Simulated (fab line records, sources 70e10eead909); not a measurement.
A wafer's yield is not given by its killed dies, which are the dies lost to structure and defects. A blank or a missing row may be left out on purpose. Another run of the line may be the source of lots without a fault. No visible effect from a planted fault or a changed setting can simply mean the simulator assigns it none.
Check for tools in common || flow nand harc || 39 wafers sampled across 13 lots

WHY THIS WAS OPENED
At NHARC_P_ZERO_WELL_CD_MEAS_52 the reading cd nm is flagged on 1 of 13 lots. No-fault wafers: 1999.7 nm, standard deviation 1.3.
Rule: a lot gets a flag if all its wafers with a number sit over 4 standard deviations from that mean, or if no wafer of it has a number. As for the other lots, they are considered sound.

{"lot": "L840", "measured": "day 1 17:58", "on": "cd sem-01", "cd nm (nm), wafer by wafer": "1999.7 2000.1 1998.4", "flag": ""}
{"lot": "L841", "measured": "day 1 23:49", "on": "cd sem-02", "cd nm (nm), wafer by wafer": "1998.9 2000.4 1998.0", "flag": ""}
{"lot": "L842", "measured": "day 2 05:44", "on": "cd sem-03", "cd nm (nm), wafer by wafer": "2000.0 2001.9 1999.5", "flag": ""}
{"lot": "L843", "measured": "day 2 11:47", "on": "cd sem-02", "cd nm (nm), wafer by wafer": "2000.3 2001.4 2001.5", "flag": ""}
{"lot": "L844", "measured": "day 2 17:49", "on": "cd sem-01", "cd nm (nm), wafer by wafer": "1999.4 1999.7 1998.2", "flag": ""}
{"lot": "L846", "measured": "day 3 05:53", "on": "cd sem-03", "cd nm (nm), wafer by wafer": "1998.8 2000.9 2000.4", "flag": ""}
{"lot": "L849", "measured": "day 3 23:37", "on": "cd sem-02", "cd nm (nm), wafer by wafer": "2003.4 2002.2 2001.1", "flag": ""}
{"lot": "L851", "measured": "day 4 11:32", "on": "cd sem-01", "cd nm (nm), wafer by wafer": "2000.8 2000.8 2000.6", "flag": ""}
{"lot": "L852", "measured": "day 4 17:25", "on": "cd sem-02", "cd nm (nm), wafer by wafer": "1998.5 1998.3 1999.7", "flag": ""}
{"lot": "L853", "measured": "day 4 23:57", "on": "cd sem-02", "cd nm (nm), wafer by wafer": "1999.4 1999.0 2000.1", "flag": ""}
{"lot": "L854", "measured": "day 5 05:42", "on": "cd sem-02", "cd nm (nm), wafer by wafer": "1959.7 1958.6 1961.2", "flag": "FLAGGED"}
{"lot": "L857", "measured": "day 5 23:41", "on": "cd sem-02", "cd nm (nm), wafer by wafer": "1999.2 1999.8 1998.5", "flag": ""}
{"lot": "L863", "measured": "day 7 11:55", "on": "cd sem-02", "cd nm (nm), wafer by wafer": "2000.4 1999.7 1999.5", "flag": ""}
The numbers of the flagged lots are 1959.8 nm on average: -39.9 nm against the usual, or -31 standard deviations.

WHICH TOOL RAN EACH LOT
The record keeps 1 process step preceding the reading, out of 1159 steps on the route. Every cell lists first the tool, next ch and the chambers used by the sampled wafers, and last the start.
{"lot": "L840", "flag": "", "NHARC_P_ZERO_WELL_EXPOSE_49": "krf scanner-02 ch 0, day 1 17:49"}
{"lot": "L841", "flag": "", "NHARC_P_ZERO_WELL_EXPOSE_49": "krf scanner-02 ch 0, day 1 23:40"}
{"lot": "L842", "flag": "", "NHARC_P_ZERO_WELL_EXPOSE_49": "krf scanner-04 ch 0, day 2 05:35"}
{"lot": "L843", "flag": "", "NHARC_P_ZERO_WELL_EXPOSE_49": "krf scanner-01 ch 0, day 2 11:37"}
{"lot": "L844", "flag": "", "NHARC_P_ZERO_WELL_EXPOSE_49": "krf scanner-04 ch 0, day 2 17:39"}
{"lot": "L846", "flag": "", "NHARC_P_ZERO_WELL_EXPOSE_49": "krf scanner-01 ch 0, day 3 05:43"}
{"lot": "L849", "flag": "", "NHARC_P_ZERO_WELL_EXPOSE_49": "krf scanner-04 ch 0, day 3 23:28"}
{"lot": "L851", "flag": "", "NHARC_P_ZERO_WELL_EXPOSE_49": "krf scanner-04 ch 0, day 4 11:23"}
{"lot": "L852", "flag": "", "NHARC_P_ZERO_WELL_EXPOSE_49": "krf scanner-04 ch 0, day 4 17:16"}
{"lot": "L853", "flag": "", "NHARC_P_ZERO_WELL_EXPOSE_49": "krf scanner-02 ch 0, day 4 23:48"}
{"lot": "L854", "flag": "FLAGGED", "NHARC_P_ZERO_WELL_EXPOSE_49": "krf scanner-02 ch 0, day 5 05:33"}
{"lot": "L857", "flag": "", "NHARC_P_ZERO_WELL_EXPOSE_49": "krf scanner-04 ch 0, day 5 23:32"}
{"lot": "L863", "flag": "", "NHARC_P_ZERO_WELL_EXPOSE_49": "krf scanner-02 ch 0, day 7 11:45"}
What is done by these steps:
- NHARC_P_ZERO_WELL_EXPOSE_49: exposes mask P HVPW, target cd 2000 nm.
- NHARC_P_ZERO_WELL_CD_MEAS_52: target cd 2000 nm.

FLAGGED AGAINST TOTAL, ONE TOOL AT A TIME (gauges that did the reading follow at the end)
{"step": "NHARC_P_ZERO_WELL_EXPOSE_49", "tool": "krf scanner-01", "lots run": 2, "flagged": 0, "share of the flagged lots": "none", "sound lots run after its first flagged lot": "-"}
{"step": "NHARC_P_ZERO_WELL_EXPOSE_49", "tool": "krf scanner-02", "lots run": 5, "flagged": 1, "share of the flagged lots": "all", "sound lots run after its first flagged lot": "1 (L863)"}
{"step": "NHARC_P_ZERO_WELL_EXPOSE_49", "tool": "krf scanner-04", "lots run": 6, "flagged": 0, "share of the flagged lots": "none", "sound lots run after its first flagged lot": "-"}
{"step": "NHARC_P_ZERO_WELL_CD_MEAS_52", "tool": "cd sem-01", "lots run": 3, "flagged": 0, "share of the flagged lots": "none", "sound lots run after its first flagged lot": "-"}
{"step": "NHARC_P_ZERO_WELL_CD_MEAS_52", "tool": "cd sem-02", "lots run": 8, "flagged": 1, "share of the flagged lots": "all", "sound lots run after its first flagged lot": "2 (L857,L863)"}
{"step": "NHARC_P_ZERO_WELL_CD_MEAS_52", "tool": "cd sem-03", "lots run": 2, "flagged": 0, "share of the flagged lots": "none", "sound lots run after its first flagged lot": "-"}

THE TABLE: WHAT IT ALLOWS
2 rows of the table ran every flagged lot: krf scanner-02 at NHARC_P_ZERO_WELL_EXPOSE_49, cd sem-02 at NHARC_P_ZERO_WELL_CD_MEAS_52.
- krf scanner-02 at NHARC_P_ZERO_WELL_EXPOSE_49 ran 5 lots, 1 of them flagged. After the first flagged lot (L863), sound lots still ran on it; a lasting fault on the whole tool would not permit that.
- cd sem-02 at NHARC_P_ZERO_WELL_CD_MEAS_52 ran 8 lots, 1 of them flagged. After the first flagged lot (L857, L863), sound lots still ran on it; a lasting fault on the whole tool would not permit that.
None of the table's rows ran every flagged lot and, after the first, no sound lot.

WHAT THE SIMULATOR HAD INSERTED
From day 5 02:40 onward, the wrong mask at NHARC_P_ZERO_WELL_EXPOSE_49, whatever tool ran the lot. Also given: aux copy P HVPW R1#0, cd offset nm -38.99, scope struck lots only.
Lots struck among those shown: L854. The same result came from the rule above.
